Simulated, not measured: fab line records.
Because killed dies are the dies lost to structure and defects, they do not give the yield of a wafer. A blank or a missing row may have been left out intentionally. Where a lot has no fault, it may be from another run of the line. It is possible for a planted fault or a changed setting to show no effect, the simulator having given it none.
Chamber matching | flow n5 finfet | N5_BEOL_M2_ETCH_70 on rie diel-01: 4 sister chambers
The step etches SOC in N2/H2, target depth 80 nm, overetch 24 nm, time 130 s. 20 wafers are shown with their chamber, then 10 later ones without.

## WAFERS PAIRED WITH THEIR CHAMBERS
wafer  | chamber | drypump motor current A (A) | throttle valve pct (%) | oes product au (a.u.)
L075.1 | 0       | 6.5                         | 17.35                  | 0.66
L075.2 | 1       | 5.7                         | 17.95                  | 0.52
L075.3 | 3       | 4.8                         | 18.06                  | 0.55
L079.2 | 0       | 6.6                         | 17.38                  | 0.64
L079.4 | 1       | 5.7                         | 17.95                  | 0.51
L079.6 | 1       | 5.7                         | 17.95                  | 0.51
L080.1 | 0       | 6.5                         | 17.39                  | 0.64
L080.4 | 3       | 4.8                         | 18.07                  | 0.54
L080.5 | 3       | 4.8                         | 18.07                  | 0.54
L085.1 | 3       | 4.8                         | 18.09                  | 0.54
L085.2 | 2       | 5.7                         | 17.74                  | 0.68
L085.3 | 1       | 5.8                         | 17.99                  | 0.50
L085.4 | 3       | 4.8                         | 18.10                  | 0.54
L085.5 | 1       | 5.8                         | 17.98                  | 0.50
L085.6 | 2       | 5.7                         | 17.73                  | 0.68
L086.3 | 3       | 4.8                         | 18.10                  | 0.54
L086.4 | 1       | 5.7                         | 17.99                  | 0.50
L086.5 | 3       | 4.8                         | 18.10                  | 0.53
L088.2 | 0       | 6.5                         | 17.39                  | 0.62
L088.4 | 3       | 4.8                         | 18.11                  | 0.54

SIGNATURES (means of the wafers above)
reading                 | chamber 0 | chamber 1 | chamber 2 | chamber 3 | scatter within a chamber
drypump motor current A | 6.525     | 5.733     | 5.700     | 4.800     | 0.0361
throttle valve pct      | 17.3775   | 17.9683   | 17.7350   | 18.0875   | 0.0186
oes product au          | 0.6400    | 0.5067    | 0.6800    | 0.5400    | 0.00913
Rule: distance of a wafer from a chamber = root of the sum over the readings of ((wafer's reading minus chamber's mean) / reading's scatter) squared. The wafer belongs to the nearest chamber; if the next one is less than 2 further off, it can't be placed. The scatter: the root of (the sum of the squares of (reading less its chamber's mean) over the shown wafers, divided by (wafers less chambers)).

## WAFERS MISSING THEIR CHAMBER
wafer  | drypump motor current A (A) | throttle valve pct (%) | oes product au (a.u.)
L088.6 | 6.5                         | 17.39                  | 0.63
L090.1 | 5.7                         | 17.76                  | 0.66
L090.2 | 6.5                         | 17.41                  | 0.62
L090.6 | 5.7                         | 17.76                  | 0.66
L092.3 | 4.8                         | 18.13                  | 0.52
L092.4 | 4.8                         | 18.12                  | 0.53
L092.6 | 5.7                         | 17.76                  | 0.65
L093.1 | 6.5                         | 17.45                  | 0.61
L093.3 | 5.7                         | 17.77                  | 0.64
L093.4 | 4.8                         | 18.13                  | 0.52

## THE CHAMBER EACH PASSED THROUGH
wafer  | from the rows above | in truth
L088.6 | 0                   | 0
L090.1 | 2                   | 2
L090.2 | 0                   | 0
L090.6 | 2                   | 2
L092.3 | 3                   | 3
L092.4 | 3                   | 3
L092.6 | 2                   | 2
L093.1 | 0                   | 0
L093.3 | 2                   | 2
L093.4 | 3                   | 3
Correctly placed: 10 of 10. Number that these rows cannot place: 0. Placed wrongly: 0.
